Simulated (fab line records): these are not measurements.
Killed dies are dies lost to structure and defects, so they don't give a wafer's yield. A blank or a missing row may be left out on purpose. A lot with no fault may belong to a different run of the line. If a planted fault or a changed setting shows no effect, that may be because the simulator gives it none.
Matching of chambers | flow n5-finfet | rie-diel-03 running N5_BEOL_M5_ETCH_67: 4 sister chambers
The step etches SiARC in CF4, target depth 15.6 nm, time 26 s. 18 wafers are shown with their chamber, then 9 later ones without.

== WAFERS, EACH WITH ITS CHAMBER ==
wafer  | chamber | drypump-motor-current-A (A) | rf-vpp-V (V) | showerhead-plenum-p-Torr (Torr)
L074.1 | 2       | 5.3                         | 182.8        | 2.02
L074.3 | 0       | 4.7                         | 184.4        | 2.10
L074.5 | 1       | 6.0                         | 186.6        | 2.20
L077.2 | 0       | 4.8                         | 183.2        | 2.10
L077.5 | 3       | 5.5                         | 186.8        | 2.27
L077.6 | 0       | 4.8                         | 183.4        | 2.10
L078.1 | 1       | 6.0                         | 184.8        | 2.20
L078.4 | 3       | 5.5                         | 186.5        | 2.27
L078.6 | 2       | 5.3                         | 184.1        | 2.02
L084.2 | 0       | 4.8                         | 185.1        | 2.09
L084.4 | 2       | 5.3                         | 183.7        | 2.27
L084.5 | 0       | 4.8                         | 184.8        | 2.09
L083.3 | 0       | 4.7                         | 184.0        | 2.09
L083.4 | 3       | 5.5                         | 187.2        | 2.26
L083.5 | 0       | 4.8                         | 184.5        | 2.09
L090.2 | 1       | 6.0                         | 186.4        | 2.19
L090.3 | 0       | 4.7                         | 184.6        | 2.09
L090.6 | 1       | 6.0                         | 185.2        | 2.19

SIGNATURES (averages over the wafers above)
reading                  | chamber 0 | chamber 1 | chamber 2 | chamber 3 | scatter within a chamber
drypump-motor-current-A  | 4.763     | 6.000     | 5.300     | 5.500     | 0.0366
rf-vpp-V                 | 184.250   | 185.750   | 183.533   | 186.833   | 0.687
showerhead-plenum-p-Torr | 2.0938    | 2.1950    | 2.1033    | 2.2667    | 0.0548
Rule: a wafer's distance from a chamber is the root of the sum, over the readings, of the square of ((its reading less the chamber's mean) divided by the reading's scatter). The wafer belongs to the nearest chamber; if the next one is less than 2 further off, it can't be placed. How the scatter is found: for the shown wafers, subtract from each reading the mean of its chamber, square and add these, divide the total by (wafers less chambers), then take the root.

== WAFERS MISSING THEIR CHAMBER ==
wafer  | drypump-motor-current-A (A) | rf-vpp-V (V) | showerhead-plenum-p-Torr (Torr)
L092.1 | 5.5                         | 186.0        | 2.26
L092.2 | 6.0                         | 186.6        | 2.19
L092.6 | 4.8                         | 182.7        | 2.09
L094.1 | 5.3                         | 184.2        | 2.26
L094.2 | 5.5                         | 185.7        | 2.26
L094.3 | 4.7                         | 183.5        | 2.09
L097.1 | 5.3                         | 185.5        | 2.26
L097.2 | 5.5                         | 185.4        | 2.25
L097.5 | 5.3                         | 184.0        | 2.26

== EACH ONE'S CHAMBER ==
wafer  | from the rows above     | in truth
L092.1 | 3                       | 3
L092.2 | 1                       | 1
L092.6 | 0                       | 0
L094.1 | 2                       | 2
L094.2 | 3                       | 3
L094.3 | 0                       | 0
L097.1 | can't be placed: 2 or 3 | 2
L097.2 | 3                       | 3
L097.5 | 2                       | 2
Correctly placed: 8 of 9. Not placeable from these rows: 1 (in 1, the candidates include the true chamber). Placed wrongly: 0.
